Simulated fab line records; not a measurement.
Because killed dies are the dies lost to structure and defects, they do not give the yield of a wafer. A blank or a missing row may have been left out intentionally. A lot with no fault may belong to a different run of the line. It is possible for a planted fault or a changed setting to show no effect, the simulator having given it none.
A struck lot beside a sound one -- flow nand harc -- 15 steps out of a route of 1159
Sound: wafers L958.1, L958.2, L958.6. Wafers struck: L956.1, L956.3, L956.5. At the end, the cause is stated.
For every step that has rows: the tool of each side, followed by ch and its chambers, followed by its first start. Under that, the readings that differ: sound wafers -- struck wafers -- difference of the means -- sigmas: that difference in standard deviations of wafers without a fault.
alike: readings with means less than 2 such deviations apart, plus words and numbers identical on both sides. not compared: withheld readings, readings lacking a value on some wafer, bounds such as >300 that could conceal the same value, and numbers that have no deviation in the record and whose values overlap.
The two part at a step that has a row with sigmas, a row that says differs or no value, or rows on one side only. Non-overlapping numbers with no deviation appear without sigmas and do not part them. Lack of a reading on every wafer of one side parts them only where that side has two or more wafers.

first, 2 steps without rows for these wafers: NHARC_A_SLIT_PEB_07 (peb time 65 s); NHARC_A_SLIT_DEVELOP_08 (develop time 35 s).
NHARC_A_SLIT_CD_MEAS_09 targets a cd of 300 nm.
  sound on cd sem-01 ch 0, day 17 08:32; struck on cd sem-01 ch 0, day 16 20:17
  alike: cd nm
NHARC_A_SLIT_OVL_MEAS_10:
  sound on overlay-02, day 17 08:37; struck on overlay-02, day 16 20:23
  alike: overlay x nm, overlay y nm
NHARC_A_SLIT_INSPECT_11:
  sound on defect inspect-02, day 17 08:40; struck on defect inspect-01, day 16 20:25
  alike: raw defect count
NHARC_A_SLIT_DESCUM_14: chemistry O2, time 3 s.
  sound on rie diel-01 ch 1,3, day 17 08:43; struck on rie diel-13 ch 0,2,3, day 16 20:30
  alike: drypump motor current A, o2 flow sccm, oes product au, rf vpp V, showerhead plenum p Torr, throttle valve pct
  not compared: rf hours counter h
NHARC_A_SLIT_ETCH_24: etches the open film in CF4/CHF3, target depth 121 nm, time 60.5 s.
  sound on rie diel-01 ch 0,2, day 17 08:49; struck on rie diel-13 ch 0,1, day 16 20:34
  alike: drypump motor current A, oes product au, rf vpp V, showerhead plenum p Torr, throttle valve pct
  not compared: rf hours counter h
NHARC_A_SLIT_ETCH_15: etches the open film in O2/COS, target depth 3200 nm, time 832 s.
  sound: rie diel-01 ch 0,2,3; struck: rie diel-13 ch 0,3
  alike: drypump motor current A, o2 flow sccm, oes product au, rf vpp V, showerhead plenum p Torr, throttle valve pct
  not compared: rf hours counter h
NHARC_A_SLIT_ETCH_17: etches the open film in C4F8/O2/Ar, time 1687.5 s, target depth 10100 nm.
  sound on har etch-02 ch 0,1, day 17 09:29; struck on har etch-01 ch 0,1, day 16 21:30
  alike: drypump motor current A, esc clamp current uA, he backside leak sccm, o2 flow sccm, showerhead plenum p Torr, throttle valve pct
  not compared: rf hours counter h
NHARC_A_SLIT_ETCH_26: etches the open film in C4F8/O2/Ar, time 90 s, target depth 400 nm.
  sound on har etch-02 ch 0,1, day 17 10:59; struck on har etch-01 ch 0,1, day 16 22:46
  alike: drypump motor current A, esc clamp current uA, he backside leak sccm, o2 flow sccm, showerhead plenum p Torr, throttle valve pct
  not compared: rf hours counter h
then, 2 steps without rows for these wafers: NHARC_A_SLIT_STRIP_28 (strips in O2/COS); NHARC_A_SLIT_ETCH_29 (etches the open film in CF4/O2, target depth 100 nm, overetch 10 nm, time 55 s).
NHARC_A_SLIT_STRIP_18: strips in O2.
  sound on rie diel-06 ch 0,1,3, day 17 11:53; struck on rie diel-01 ch 0,2, day 16 23:28
  no value came back on the struck wafers for any of 8 readings (bias w (W), chamber pressure mTorr (mTorr) and others); on the sound wafers bias w (W) reads 0 0 0
  not compared: rf hours counter h
then, 1 step without rows for these wafers: NHARC_A_SLIT_PRECLEAN_19 (cleans in SC1).
-- break in the record here, with 5 days between the starts of the struck wafers on either side (left off in module A_SLIT, picked up again in module END, where the first step shown is number 1159 on the route) --
NHARC_END_SORT_01:
  only the struck wafers appear in the record here, on prober-02 ch 0 at day 22 03:31; the sound ones have no rows

WHERE THEY PART
At NHARC_A_SLIT_STRIP_18 first; at NHARC_END_SORT_01 last (within this record only).

WHY: what had been put in by the simulator
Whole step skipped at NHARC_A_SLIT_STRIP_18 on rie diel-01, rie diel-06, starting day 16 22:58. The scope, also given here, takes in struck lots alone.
